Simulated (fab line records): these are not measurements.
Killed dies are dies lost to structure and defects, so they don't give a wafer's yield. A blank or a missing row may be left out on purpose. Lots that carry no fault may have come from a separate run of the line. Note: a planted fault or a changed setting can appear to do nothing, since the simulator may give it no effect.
fab line records + flow nand_harc
[record]
- lots = 12
- wafers = 36
- last_day = 34
route steps=1302 shown A_CHANNEL_HOLE_D2@598 A_CHANNEL_FILL_D2@613 END@1302
lots with no fault: from the same line, run without faults
start_h: start of the lot's first displayed wafer, in hours after the record's first day + wait_h: how many hours have passed since the lot's step before this one + " identical to the entry in the row above + L1.1+2: a row that stands for several wafers + - value missing, or start not given + * or withheld: withheld + < > ~ a bound
route shown NAME@n: a module of which the file shows steps, and the number in the route of the first + usual: the fault-free wafers' mean and standard deviation + same: alike in all rows + chamber/n: place in a boat + sites: per-site readings + _std_site: their standard deviation + _edge_site: the outer-site mean with the inner-site mean subtracted + radius_mm: how far each site lies from the wafer's centre + mask NAME#n: copy n + behind: tool/chamber where the wafer was last shaped + hold: what put the lot on hold/how long, in hours/how the hold closed + device: the transistor (n, p or np) that didn't switch + end of line: the tests these same wafers got at the end of their route + for a step that has no rows: nothing shown but its recipe + killed: dies lost to structure and defects at the first sort, not the wafer's yield + map: a wafer's dies, x killed, . not, _ none there
set.NAME: the setting that was run; set.NAME@STEP: the one run at that earlier step + model.NAME: the simulator's own value behind a step, which no gauge read
route steps across a sampled set of lots; one table per step, one row per wafer
services: from which hour (start_h, from the record's first day; less than 0 if before it) a tool's chamber was out of use, for how many hours, and why
[[steps]]
[step NHARC_A_CHANNEL_HOLE_D2_ETCH_26]
[recipe]
- bias_v = 300
- source_w = 2000
- pressure_mtorr = 30
- time_s = 224.1
- ar_flow_sccm = 375
- c4f8_flow_sccm = 11.4
- o2_flow_sccm = 113.6
- temp_c = -20
- target_depth_a = 3000
- chemistry = C4F8/O2/Ar
[usual]
- drypump_motor_current_A = 5.74/0.15
- showerhead_plenum_p_Torr = 3.69/0.16
- throttle_valve_pct = 24.583/0.0086
| lot.wafer | tool        | chamber | start_h | wait_h | drypump_motor_current_A | rf_hours_counter_h | showerhead_plenum_p_Torr | throttle_valve_pct |
|-----------|-------------|---------|---------|--------|-------------------------|--------------------|--------------------------|--------------------|
| L493.2    | har_etch-02 | 0       | 311.16  | 0.7    | 5.78                    | 363                | 3.51                     | 24.577             |
| L493.6    | "           | 0       | "       | "      | 5.82                    | -                  | 3.51                     | 24.572             |
| L493.5    | "           | 1       | "       | "      | 5.97                    | -                  | 3.77                     | 24.580             |
| L494.2    | har_etch-02 | 0       | 319.53  | 0.7    | 5.81                    | 367                | 3.51                     | 24.576             |
| L494.1    | "           | 1       | "       | "      | 5.94                    | 382                | 3.77                     | 24.588             |
| L494.5    | "           | 0       | "       | "      | 5.78                    | -                  | 3.51                     | 24.577             |
| L495.4    | har_etch-01 | 0       | 321.17  | 0.5    | 5.57                    | -                  | 3.55                     | 24.577             |
| L495.5    | "           | 0       | "       | "      | 5.58                    | -                  | 3.55                     | 24.593             |
| L495.6    | "           | 1       | "       | "      | 5.60                    | -                  | 3.67                     | 24.592             |
| L497.2    | har_etch-01 | 0       | 346.82  | 0.6    | 5.60                    | 183                | 3.54                     | 24.577             |
| L497.4    | "           | 0       | "       | "      | 5.60                    | -                  | 3.54                     | 24.586             |
| L497.5    | "           | 1       | "       | "      | 5.59                    | -                  | 3.66                     | 24.568             |
| L496.3    | har_etch-02 | 1       | 347.73  | 0.5    | 5.94                    | -                  | 3.75                     | 24.581             |
| L496.6    | "           | 1       | "       | "      | 5.96                    | -                  | 3.75                     | 24.571             |
| L496.5    | "           | 0       | "       | "      | 5.81                    | -                  | 3.49                     | 24.589             |
| L502.2    | har_etch-01 | 0       | 405.83  | 0.7    | 5.59                    | 221                | 3.52                     | 24.599             |
| L502.3    | "           | 0       | "       | "      | 5.58                    | -                  | 3.52                     | 24.585             |
| L502.6    | "           | 1       | "       | "      | 5.60                    | -                  | 3.64                     | 24.588             |
| L503.1    | har_etch-02 | 1       | 408.93  | 0.7    | 5.94                    | 11                 | 3.74                     | 24.597             |
| L503.4    | "           | 1       | "       | "      | 5.97                    | -                  | 3.74                     | 24.585             |
| L503.3    | "           | 0       | "       | "      | 5.79                    | -                  | 3.99                     | 24.594             |
| L509.1    | har_etch-02 | 1       | 482.45  | 0.7    | 5.95                    | 49                 | 3.72                     | 24.582             |
| L509.2    | "           | 0       | "       | "      | 5.79                    | 49                 | 3.96                     | 24.573             |
| L509.3    | "           | 1       | "       | "      | 5.97                    | -                  | 3.72                     | 24.581             |
| L510.1    | har_etch-01 | 1       | 486.03  | 0.7    | 5.61                    | 264                | 3.62                     | 24.587             |
| L510.3    | "           | 1       | "       | "      | 5.59                    | -                  | 3.62                     | 24.580             |
| L510.4    | "           | 0       | "       | "      | 5.57                    | -                  | 3.50                     | 24.565             |
| L513.3    | har_etch-02 | 1       | 519.40  | 0.5    | 5.95                    | -                  | 3.70                     | 24.583             |
| L513.4    | "           | 0       | "       | "      | 5.78                    | -                  | 3.95                     | 24.589             |
| L513.6    | "           | 0       | "       | "      | 5.78                    | -                  | 3.95                     | 24.588             |
| L515.2    | har_etch-01 | 0       | 520.77  | 0.6    | 5.59                    | 290                | 3.48                     | 24.569             |
| L515.6    | "           | 1       | "       | "      | 5.61                    | -                  | 3.60                     | 24.590             |
| L515.5    | "           | 0       | "       | "      | 5.57                    | -                  | 3.48                     | 24.581             |
| L514.2    | har_etch-01 | 0       | 524.88  | 0.7    | 5.59                    | 294                | 3.48                     | 24.597             |
| L514.1    | "           | 1       | "       | "      | 5.61                    | 294                | 3.60                     | 24.576             |
| L514.6    | "           | 0       | "       | "      | 5.57                    | -                  | 3.48                     | 24.580             |
[step NHARC_A_CHANNEL_HOLE_D2_XSEM_32]
[recipe]
- landing_energy_ev = 35000
[usual]
- bot_cd_nm = 74.5/1.1
- bow_nm = 8.7/0.44
- tilt_deg = 0.08/0.041
| lot.wafer | tool    | chamber | start_h | wait_h | bot_cd_nm | bow_nm | tilt_deg |
|-----------|---------|---------|---------|--------|-----------|--------|----------|
| L493.2    | xsem-02 | 0       | 313.03  | 0.1    | 75.1      | 8.6    | 0.06     |
| L493.5    | "       | 0       | "       | "      | 76.2      | 8.5    | 0.06     |
| L493.6    | "       | 0       | "       | "      | 75.7      | 8.5    | 0.06     |
| L494.1    | xsem-02 | 0       | 321.37  | 0.1    | 75.1      | 9.0    | 0.09     |
| L494.2    | "       | 0       | "       | "      | 74.6      | 9.0    | 0.08     |
| L494.5    | "       | 0       | "       | "      | 74.9      | 8.9    | 0.09     |
| L495.4    | xsem-01 | 0       | 322.95  | 0.1    | 74.8      | 8.2    | 0.14     |
| L495.5    | "       | 0       | "       | "      | 76.2      | 8.3    | 0.14     |
| L495.6    | "       | 0       | "       | "      | 72.9      | 8.1    | 0.14     |
| L497.2    | xsem-02 | 0       | 348.62  | 0.1    | 72.0      | 8.8    | 0.00     |
| L497.4    | "       | 0       | "       | "      | 74.1      | 8.8    | 0.00     |
| L497.5    | "       | 0       | "       | "      | 73.7      | 8.7    | 0.00     |
| L496.3    | xsem-01 | 0       | 349.50  | 0.1    | 75.4      | 9.2    | 0.06     |
| L496.5    | "       | 0       | "       | "      | 74.7      | 9.3    | 0.06     |
| L496.6    | "       | 0       | "       | "      | 74.6      | 9.3    | 0.06     |
| L502.2    | xsem-02 | 0       | 407.67  | 0.1    | 73.5      | 8.6    | 0.10     |
| L502.3    | "       | 0       | "       | "      | 75.0      | 8.6    | 0.10     |
| L502.6    | "       | 0       | "       | "      | 73.0      | 8.5    | 0.10     |
| L503.1    | xsem-01 | 0       | 410.77  | 0.1    | 76.5      | 8.6    | 0.07     |
| L503.3    | "       | 0       | "       | "      | 75.4      | 8.6    | 0.07     |
| L503.4    | "       | 0       | "       | "      | 73.4      | 8.6    | 0.07     |
| L509.1    | xsem-02 | 0       | 484.28  | 0.1    | 71.9      | 8.6    | 0.12     |
| L509.2    | "       | 0       | "       | "      | 74.6      | 8.6    | 0.12     |
| L509.3    | "       | 0       | "       | "      | 76.0      | 8.6    | 0.12     |
| L510.1    | xsem-01 | 0       | 487.85  | 0.1    | 75.5      | 8.5    | 0.11     |
| L510.3    | "       | 0       | "       | "      | 74.1      | 8.4    | 0.11     |
| L510.4    | "       | 0       | "       | "      | 74.7      | 8.5    | 0.11     |
| L513.3    | xsem-02 | 0       | 521.17  | 0.1    | 74.4      | 8.8    | 0.12     |
| L513.4    | "       | 0       | "       | "      | 74.2      | 8.8    | 0.12     |
| L513.6    | "       | 0       | "       | "      | 75.3      | 8.9    | 0.12     |
| L515.2    | xsem-01 | 0       | 522.57  | 0.1    | 74.8      | 8.4    | 0.06     |
| L515.5    | "       | 0       | "       | "      | 75.5      | 8.4    | 0.06     |
| L515.6    | "       | 0       | "       | "      | 76.1      | 8.5    | 0.06     |
| L514.1    | xsem-01 | 0       | 526.80  | 0.1    | 76.1      | 8.8    | 0.11     |
| L514.2    | "       | 0       | "       | "      | 75.4      | 8.8    | 0.11     |
| L514.6    | "       | 0       | "       | "      | 74.7      | 8.8    | 0.11     |
[step NHARC_A_CHANNEL_FILL_D2_ALD_03]
[recipe]
- target_thk_a = 60
- pulse_time_s = 60
- ald_cycles = 58
- temp_c = 630
- pressure_torr = 2
- material = SiNx
[usual]
- ald_cycles = 58/0
- chamber_pressure_Torr = 2.001/0.0039
- precursor_pulse_height_rel = 1.000/0.02
| lot.wafer | tool             | chamber | start_h | wait_h | ald_cycles | chamber_pressure_Torr | precursor_pulse_height_rel |
|-----------|------------------|---------|---------|--------|------------|-----------------------|----------------------------|
| L493.2    | ald_sin_batch-03 | 0       | 318.39  | -      | 58         | 2.001                 | 0.990                      |
| L493.5    | "                | 0       | "       | "      | 58         | 1.996                 | 0.976                      |
| L493.6    | "                | 0       | "       | "      | 58         | 2.000                 | 1.000                      |
| L494.1    | ald_sin_batch-03 | 0       | 325.12  | -      | 58         | 2.003                 | 1.019                      |
| L494.2    | "                | 0       | "       | "      | 58         | 1.999                 | 1.007                      |
| L494.5    | "                | 0       | "       | "      | 58         | 2.005                 | 1.017                      |
| L495.4    | ald_sin_batch-03 | 0       | 325.12  | -      | 58         | 2.006                 | 1.011                      |
| L495.5    | "                | 0       | "       | "      | 58         | 2.000                 | 1.012                      |
| L495.6    | "                | 0       | "       | "      | 58         | 2.002                 | 1.006                      |
| L496.3    | ald_sin_batch-01 | 0       | 352.36  | -      | 58         | 2.000                 | 0.995                      |
| L496.5    | "                | 0       | "       | "      | 58         | 2.005                 | 0.995                      |
| L496.6    | "                | 0       | "       | "      | 58         | 2.001                 | 0.982                      |
| L497.2    | ald_sin_batch-01 | 0       | 352.36  | -      | 58         | 2.005                 | 1.004                      |
| L497.4    | "                | 0       | "       | "      | 58         | 2.001                 | 1.021                      |
| L497.5    | "                | 0       | "       | "      | 58         | 2.004                 | 0.983                      |
| L502.2    | ald_sin_batch-03 | 0       | 411.39  | -      | 58         | 2.006                 | 1.016                      |
| L502.3    | "                | 0       | "       | "      | 58         | 2.005                 | 1.001                      |
| L502.6    | "                | 0       | "       | "      | 58         | 2.009                 | 0.998                      |
| L503.1    | ald_sin_batch-01 | 0       | 414.52  | -      | 58         | 2.003                 | 0.974                      |
| L503.3    | "                | 0       | "       | "      | 58         | 2.001                 | 0.965                      |
| L503.4    | "                | 0       | "       | "      | 58         | 2.000                 | 1.039                      |
| L509.1    | ald_sin_batch-01 | -       | 488.01  | -      | -          | -                     | -                          |
| L509.2    | "                | -       | "       | "      | -          | -                     | -                          |
| L509.3    | "                | -       | "       | "      | -          | -                     | -                          |
| L510.1    | ald_sin_batch-03 | -       | 491.59  | -      | -          | -                     | -                          |
| L510.3    | "                | -       | "       | "      | -          | -                     | -                          |
| L510.4    | "                | -       | "       | "      | -          | -                     | -                          |
| L513.3    | ald_sin_batch-02 | 0       | 526.81  | -      | 58         | 2.002                 | 1.016                      |
| L513.4    | "                | 0       | "       | "      | 58         | 2.002                 | 1.001                      |
| L513.6    | "                | 0       | "       | "      | 58         | 2.003                 | 0.989                      |
| L515.2    | ald_sin_batch-02 | 0       | 526.81  | -      | 58         | 1.996                 | 1.023                      |
| L515.5    | "                | 0       | "       | "      | 58         | 2.002                 | 0.986                      |
| L515.6    | "                | 0       | "       | "      | 58         | 2.004                 | 1.016                      |
| L514.1    | ald_sin_batch-02 | 0       | 530.53  | -      | 58         | 2.003                 | 0.986                      |
| L514.2    | "                | 0       | "       | "      | 58         | 2.007                 | 0.989                      |
| L514.6    | "                | 0       | "       | "      | 58         | 2.008                 | 1.020                      |
[step NHARC_A_CHANNEL_FILL_D2_ETCHBACK_20]
[recipe]
- target_depth_a = 270
- time_s = 13.5
- c4f8_flow_sccm = withheld
- o2_flow_sccm = 8
- ar_flow_sccm = withheld
- rf_w = 600
- bias_w = 1500
- chemistry = C4F8/O2/Ar
[usual]
- oes_product_au = 0.994/0.015
- rf_vpp_V = 977/5.9
| lot.wafer | tool        | chamber | start_h | wait_h | oes_product_au | rf_hours_counter_h | rf_vpp_V |
|-----------|-------------|---------|---------|--------|----------------|--------------------|----------|
| L493.2    | rie_diel-04 | 3       | 339.07  | -      | 1.009          | 5                  | 988      |
| L493.6    | "           | 3       | "       | "      | 1.005          | -                  | 988      |
| L493.5    | "           | 0       | "       | "      | 0.992          | -                  | 971      |
| L494.1    | rie_diel-04 | 0       | 347.84  | -      | 1.009          | 5                  | 972      |
| L494.2    | "           | 1       | "       | "      | 0.995          | 5                  | 974      |
| L494.5    | "           | 2       | "       | "      | 0.996          | -                  | 975      |
| L495.4    | rie_diel-03 | 2       | 347.89  | -      | 1.015          | 9                  | 982      |
| L495.5    | "           | 0       | "       | "      | 1.004          | -                  | 972      |
| L495.6    | "           | 1       | "       | "      | 0.998          | -                  | 974      |
| L497.4    | rie_diel-04 | 0       | 374.94  | -      | 1.009          | 0                  | 972      |
| L497.2    | "           | 2       | "       | "      | 1.007          | 0                  | 975      |
| L497.5    | "           | 0       | "       | "      | 0.994          | -                  | 970      |
| L496.3    | rie_diel-03 | 3       | 374.96  | -      | 0.978          | 13                 | 984      |
| L496.6    | "           | 0       | "       | "      | 0.997          | -                  | 971      |
| L496.5    | "           | 1       | "       | "      | 1.003          | -                  | 973      |
| L503.3    | rie_diel-13 | 1       | 432.67  | -      | 0.985          | 3                  | 981      |
| L503.1    | "           | 2       | "       | "      | 0.987          | 3                  | 971      |
| L503.4    | "           | 3       | "       | "      | 1.011          | 3                  | 982      |
| L502.3    | rie_diel-04 | 1       | 432.68  | -      | 0.991          | 1                  | 975      |
| L502.2    | "           | 3       | "       | "      | 1.006          | 2                  | 986      |
| L502.6    | "           | 1       | "       | "      | 0.985          | -                  | 976      |
| L509.2    | rie_diel-04 | 3       | 508.70  | -      | 0.997          | 4                  | 987      |
| L509.3    | "           | 1       | "       | "      | 0.989          | 3                  | 975      |
| L509.1    | "           | 2       | "       | "      | 0.993          | 3                  | 976      |
| L510.1    | rie_diel-13 | 1       | 516.27  | -      | 0.983          | 6                  | 982      |
| L510.3    | "           | 3       | "       | "      | 0.999          | 6                  | 984      |
| L510.4    | "           | 0       | "       | "      | 1.006          | -                  | 972      |
| L513.3    | rie_diel-13 | 3       | 549.70  | -      | 0.990          | 1                  | 982      |
| L513.4    | "           | 0       | "       | "      | 1.026          | 1                  | 971      |
| L513.6    | "           | 0       | "       | "      | 1.031          | -                  | 970      |
| L515.2    | rie_diel-04 | 2       | 549.71  | -      | 0.995          | 1                  | 975      |
| L515.5    | "           | 0       | "       | "      | 1.000          | -                  | 971      |
| L515.6    | "           | 2       | "       | "      | 0.986          | -                  | 976      |
| L514.1    | rie_diel-04 | 2       | 553.55  | -      | 0.998          | 1                  | 975      |
| L514.2    | "           | 1       | "       | "      | 0.992          | 1                  | 975      |
| L514.6    | "           | 0       | "       | "      | 1.000          | -                  | 972      |
[step NHARC_END_SORT_01]
[recipe]
- temp_c = 25
[usual]
- killed_at_array = 57/18
- killed_at_other = 0.8/1
- killed_at_periphery = 3.9/2.8
- killed_dies = 62/18
- killed_open = 3.4/1.8
- killed_short = 2.2/1.6
[same]
- gross_dies = 677
| lot.wafer | tool      | chamber | start_h | wait_h | killed_at_array | killed_at_other | killed_at_periphery | killed_dies | killed_open | killed_short |
|-----------|-----------|---------|---------|--------|-----------------|-----------------|---------------------|-------------|-------------|--------------|
| L509.1    | prober-02 | 0       | 748.90  | 2.5    | 669             | 2               | 6                   | 677         | 0           | 2            |
| L509.2    | prober-02 | 0       | 749.68  | 2.8    | 672             | 0               | 5                   | 677         | 1           | 0            |
| L509.3    | prober-02 | 0       | 750.47  | 3.1    | 670             | 0               | 7                   | 677         | 5           | 6            |
| L510.1    | prober-01 | 0       | 748.94  | 2.5    | 668             | 0               | 9                   | 677         | 0           | 1            |
| L510.3    | prober-01 | 0       | 750.54  | 3.1    | 676             | 0               | 1                   | 677         | 2           | 4            |
| L510.4    | prober-01 | 0       | 751.34  | 3.4    | 673             | 2               | 2                   | 677         | 5           | 4            |
// killed by level:class
L509.1 A_CHANNEL_FILL_D2:area_ald=639 A_CHANNEL_HOLE_D1:chamber_film_flake=7 P_M1:chamber_film_flake=5 A_SLIT:chamber_film_flake=5 A_CONTACT:chamber_film_flake=5 A_DECK1_JOINT:chamber_film_flake=2 A_CHANNEL_FILL_D1:chamber_film_flake=2 A_STAIRCASE:chamber_film_flake=2
L510.1 A_CHANNEL_FILL_D2:area_ald=582 A_CHANNEL_HOLE_D1:chamber_film_flake=25 A_CHANNEL_HOLE_D2:chamber_film_flake=25 A_SLIT:chamber_film_flake=22 P_M1:chamber_film_flake=5 A_BONDPAD:chamber_film_flake=4 P_GATE:chamber_film_flake=3 A_DECK1_JOINT:chamber_film_flake=3
L509.2 A_CHANNEL_FILL_D2:area_ald=635 A_CHANNEL_HOLE_D1:chamber_film_flake=14 A_SLIT:chamber_film_flake=10 A_CONTACT:chamber_film_flake=4 A_STAIRCASE:chamber_film_flake=3 P_GATE:chamber_film_flake=2 P_M1:chamber_film_flake=2 A_ONON_D2:geometric_particle:open=1
L509.3 A_CHANNEL_FILL_D2:area_ald=635 A_CHANNEL_HOLE_D1:chamber_film_flake=8 A_STAIRCASE:chamber_film_flake=5 A_CONTACT:chamber_film_flake=4 A_BONDPAD:chamber_film_flake=4 P_M1:chamber_film_flake=3 P_M2:geometric_particle:short=2 A_SOURCE_PLATE:geometric_particle:open=2
L510.3 A_CHANNEL_FILL_D2:area_ald=579 A_CHANNEL_HOLE_D1:chamber_film_flake=28 A_CHANNEL_HOLE_D2:chamber_film_flake=28 A_SLIT:chamber_film_flake=23 A_STAIRCASE:chamber_film_flake=6 A_M1:chamber_film_flake=2 A_ONON_D1:geometric_particle:short=1 A_CHANNEL_HOLE_D2:geometric_particle:short=1
L510.4 A_CHANNEL_FILL_D2:area_ald=562 A_SLIT:chamber_film_flake=32 A_CHANNEL_HOLE_D1:chamber_film_flake=31 A_CHANNEL_HOLE_D2:chamber_film_flake=22 A_CONTACT:chamber_film_flake=7 A_BONDPAD:chamber_film_flake=4 A_CHANNEL_FILL_D1:geometric_particle:short=2 A_ZERO_WELL:chamber_film_flake=2
[[services]]
| tool             | chamber | start_h | hours | kind   |
|------------------|---------|---------|-------|--------|
| rie_diel-03      | 2       | 306.05  | 3.9   | repair |
| rie_diel-13      | 1       | 307.14  | 4.5   | repair |
| rie_diel-04      | 0       | 309.40  | -     | clean  |
| rie_diel-13      | 3       | 328.66  | 2.6   | repair |
| rie_diel-13      | -       | 342.00  | 9.0   | pm     |
| rie_diel-04      | 1       | 342.87  | 2.6   | repair |
| rie_diel-04      | -       | 354.90  | 9.0   | pm     |
| rie_diel-03      | 1       | 364.49  | 6.6   | repair |
| xsem-01          | -       | 374.00  | 14.0  | pm     |
| har_etch-02      | -       | 377.00  | 17.0  | pm     |
| rie_diel-13      | 1       | 395.15  | 3.1   | repair |
| rie_diel-04      | -       | 403.73  | 0.2   | repair |
| rie_diel-04      | 2       | 439.14  | 22.3  | repair |
| har_etch-02      | -       | 441.44  | 0.3   | repair |
| rie_diel-04      | 1       | 443.09  | 7.0   | repair |
| rie_diel-04      | 0       | 457.15  | 7.5   | repair |
| rie_diel-03      | -       | 458.30  | 9.0   | pm     |
| rie_diel-03      | -       | 479.94  | 1.0   | repair |
| rie_diel-13      | 2       | 485.64  | 33.3  | repair |
| rie_diel-13      | -       | 505.12  | 0.6   | repair |
| ald_sin_batch-01 | -       | 506.00  | 26.0  | pm     |
| rie_diel-13      | -       | 519.00  | 9.0   | pm     |
| rie_diel-04      | -       | 531.90  | 9.0   | pm     |
| rie_diel-04      | 3       | 548.38  | 10.6  | repair |
[[key]]
[first_sign]
- step = NHARC_A_CHANNEL_FILL_D2_ALD_03
- reading = tool_record
- direction = missing
[effect]
- step = NHARC_END_SORT_01
- reading = killed_dies
- direction = up
- sigmas = 34
- usual = 62
- struck = 677
[more_kills_born_at]
- NHARC_A_CHANNEL_FILL_D2_ALD_03@ald_sin_batch-01 = 1909
- NHARC_A_CHANNEL_FILL_D2_ALD_03@ald_sin_batch-03 = 1723
met_at NHARC_A_CHANNEL_FILL_D2_ALD_03
struck_lots L509,L510
later_rows_left_out L509.1,L509.2,L509.3,L510.1,L510.3,L510.4
tester_left_out L509,L510
not_acting_at NHARC_A_CHANNEL_HOLE_D2_ETCH_26,NHARC_A_CHANNEL_HOLE_D2_XSEM_32,NHARC_A_CHANNEL_FILL_D2_ETCHBACK_20
onset_between 414.52 488.01
[fault]
- kind = skipped_step_whole
- tool = ald_sin_batch-01,ald_sin_batch-03
- chamber = -
- onset_h = 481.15
- steps = NHARC_A_CHANNEL_FILL_D2_ALD_03
- scope = struck_lots_only
// tester_left_out: of these lots the tester's yield and bins aren't shown, on N5 and GAA mostly nor the transistor test; their killed dies are dies lost to structure and defects alone, not to doping, threshold or leakage, so they don't give the yield
// later_rows_left_out: the simulator's readings of these wafers behind a module that went badly wrong aren't trusted and aren't shown, but for the sort
